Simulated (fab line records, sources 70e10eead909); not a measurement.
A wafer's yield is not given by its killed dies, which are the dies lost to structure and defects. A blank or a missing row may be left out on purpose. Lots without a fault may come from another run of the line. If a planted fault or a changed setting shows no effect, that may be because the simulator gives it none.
Which tool is to blame?	flow nandHarc	12 lots with 36 wafers sampled at 5 steps, on a route of 1159 steps

== WHAT THE GAUGES SHOWED, per wafer ==
Not one reading of a measure or inspect step in the record can be checked against a usual standard deviation.

== EACH LOT AND THE TOOL THAT RAN IT (in order: tool; ch and the chambers of the sampled wafers; start) ==
lot	NHARC_A_M1_PRE_CLEAN_30	NHARC_A_M1_ECD_22	NHARC_A_M1_CMP_23	NHARC_A_M1_DEP_33	NHARC_A_BONDPAD_CMP_29
L934	pvdSputter-03, day 17 23:44 or earlier	ecdCu-01 ch 0,1, day 17 23:44	cmp-02 ch 1,2, day 18 00:25	pecvd-01 ch 0,1,2, day 18 01:05	cmp-04 ch 2,3, day 18 02:02
L935	pvdSputter-02, day 18 00:20 or earlier	ecdCu-02 ch 0,1, day 18 00:20	cmp-03 ch 2,3, day 18 01:06	pecvd-03 ch 0,2, day 18 01:58	cmp-03 ch 0,1,3, day 18 02:53
L936	pvdSputter-01, day 18 05:20 or earlier	ecdCu-02 ch 0,1, day 18 05:20	cmp-02 ch 1,3, day 18 06:07	pecvd-04 ch 0,1, day 18 06:44	cmp-04 ch 1,2,3, day 18 07:41
L939	pvdSputter-01, day 19 17:24 or earlier	ecdCu-02 ch 0,1, day 19 17:24	cmp-02 ch 1,2,3, day 19 18:07	pecvd-01 ch 1,2, day 19 18:43	cmp-04 ch 0,1,3, day 19 19:43
L940	pvdSputter-03, day 19 18:11 or earlier	ecdCu-02 ch 0,1, day 19 18:11	cmp-02 ch 1,2, day 19 18:46	pecvd-03 ch 0,1,2, day 19 19:31	cmp-04 ch 0,1,2, day 19 20:25
L941	pvdSputter-02, day 20 01:24 or earlier	ecdCu-02 ch 0,1, day 20 01:24	cmp-03 ch 0,2,3, day 20 02:03	pecvd-03 ch 0,2, day 20 02:43	cmp-04 ch 1,2,3, day 20 03:35
L944	pvdSputter-02, day 20 10:08 or earlier	ecdCu-01 ch 0,1, day 20 10:08	cmp-03 ch 2,3, day 20 10:49	pecvd-01 ch 0,1,2, day 20 11:29	cmp-01 ch 0,2, day 20 12:25
L953	pvdSputter-03, day 22 13:06 or earlier	ecdCu-01 ch 0,1, day 22 13:06	cmp-01 ch 0,1,3, day 22 14:07	pecvd-01 ch 1,2, day 22 14:55	cmp-04 ch 0,1,2, day 22 16:01
L951	pvdSputter-03, day 22 21:11 or earlier	ecdCu-02 ch 0,1, day 22 21:11	cmp-01 ch 1,2,3, day 22 21:56	pecvd-01 ch 1,2, day 22 22:32	cmp-01 ch 0,2,3, day 22 23:31
L956	pvdSputter-02, day 23 08:34 or earlier	ecdCu-01 ch 0,1, day 23 08:34	cmp-01 ch 1,2,3, day 23 09:20	pecvd-01 ch 0,1,2, day 23 09:56	cmp-01 ch 0,2, day 23 10:52
L954	pvdSputter-03, day 23 11:07 or earlier	ecdCu-01 ch 0,1, day 23 11:07	cmp-03 ch 0,2,3, day 23 11:50	pecvd-04 ch 0,1,2, day 23 12:31	cmp-03 ch 1,2,3, day 23 13:28
L955	pvdSputter-02, day 23 13:04 or earlier	ecdCu-02 ch 0,1, day 23 13:04	cmp-02 ch 1,2,3, day 23 13:44	pecvd-01 ch 1,2, day 23 14:25	cmp-01 ch 0,1,3, day 23 15:21
- NHARC_A_M1_PRE_CLEAN_30: time 30 s.
- NHARC_A_M1_ECD_22: material Cu, target thk 400 nm.
- NHARC_A_M1_CMP_23: polishes, t overpolish 20 s, target thk 154.34 nm.
- NHARC_A_M1_DEP_33: deposits SiCN, target thk 30 nm.
- NHARC_A_BONDPAD_CMP_29: polishes SiCN, target thk 200 nm.

== WHAT THE TOOLS THEMSELVES READ (means of the sampled wafers that have a number; where no wafer has one, the mark that the record gives instead) ==
NHARC_A_M1_PRE_CLEAN_30.
lot	tool	heaterPowerW (W)
L934	pvdSputter-03	442
L935	pvdSputter-02	402
L936	pvdSputter-01	396
L939	pvdSputter-01	360
L940	pvdSputter-03	466
L941	pvdSputter-02	374
L944	pvdSputter-02	404
L953	pvdSputter-03	462
L951	pvdSputter-03	468
L956	pvdSputter-02	402
L954	pvdSputter-03	452
L955	pvdSputter-02	396

NHARC_A_M1_CMP_23.
lot	tool	motorCurrentA (A)	timeToEndpointS (s)
L934	cmp-02	11.6	28.8
L935	cmp-03	13.3	27.4
L936	cmp-02	12.0	30.6
L939	cmp-02	12.2	33.5
L940	cmp-02	11.8	24.0
L941	cmp-03	12.4	21.5
L944	cmp-03	12.6	29.2
L953	cmp-01	11.9	28.4
L951	cmp-01	11.7	28.2
L956	cmp-01	11.8	28.9
L954	cmp-03	12.2	28.8
L955	cmp-02	12.0	31.4

NHARC_A_M1_DEP_33.
lot	tool	heaterPowerW (W)	rfFwdPowerW (W)
L934	pecvd-01	558	449.6
L935	pecvd-03	609	450.5
L936	pecvd-04	626	449.2
L939	pecvd-01	632	449.7
L940	pecvd-03	628	448.6
L941	pecvd-03	529	448.5
L944	pecvd-01	608	449.8
L953	pecvd-01	602	449.4
L951	pecvd-01	600	449.8
L956	pecvd-01	599	448.8
L954	pecvd-04	645	448.0
L955	pecvd-01	598	448.5

NHARC_A_BONDPAD_CMP_29.
lot	tool	motorCurrentA (A)
L934	cmp-04	13.2
L935	cmp-03	11.6
L936	cmp-04	12.1
L939	cmp-04	12.0
L940	cmp-04	13.1
L941	cmp-04	12.2
L944	cmp-01	10.9
L953	cmp-04	12.7
L951	cmp-01	11.6
L956	cmp-01	11.2
L954	cmp-03	12.2
L955	cmp-01	12.2

== THE ANSWER, worked out from the rows above alone ==
Rule: the usual values come from the lots themselves. Put in order of their means at a reading, lots are off if they are a third of the lots or fewer, leave a main group of 4 or more, and stand apart from it by a gap of 3 or more times the standard deviation of the main group's means; of several such gaps the widest counts. If all means in a main group match to the digits the tables above print for the reading, that group is not used. A lot without any number at a reading at which 4 lots or more have one is off too. Where the step has rows for the other lots, those lots are counted as sound. After the gauges, taken in route order, come the tools' own readings; for these a lot's mean is taken, as printed above. At the first step where some lot is off, the reading lying furthest off is the one used; lots without a number count as furthest.
No lot is off on any of the readings shown, so nothing can be concluded from this.

== WHAT HAD BEEN PUT IN BY THE SIMULATOR ==
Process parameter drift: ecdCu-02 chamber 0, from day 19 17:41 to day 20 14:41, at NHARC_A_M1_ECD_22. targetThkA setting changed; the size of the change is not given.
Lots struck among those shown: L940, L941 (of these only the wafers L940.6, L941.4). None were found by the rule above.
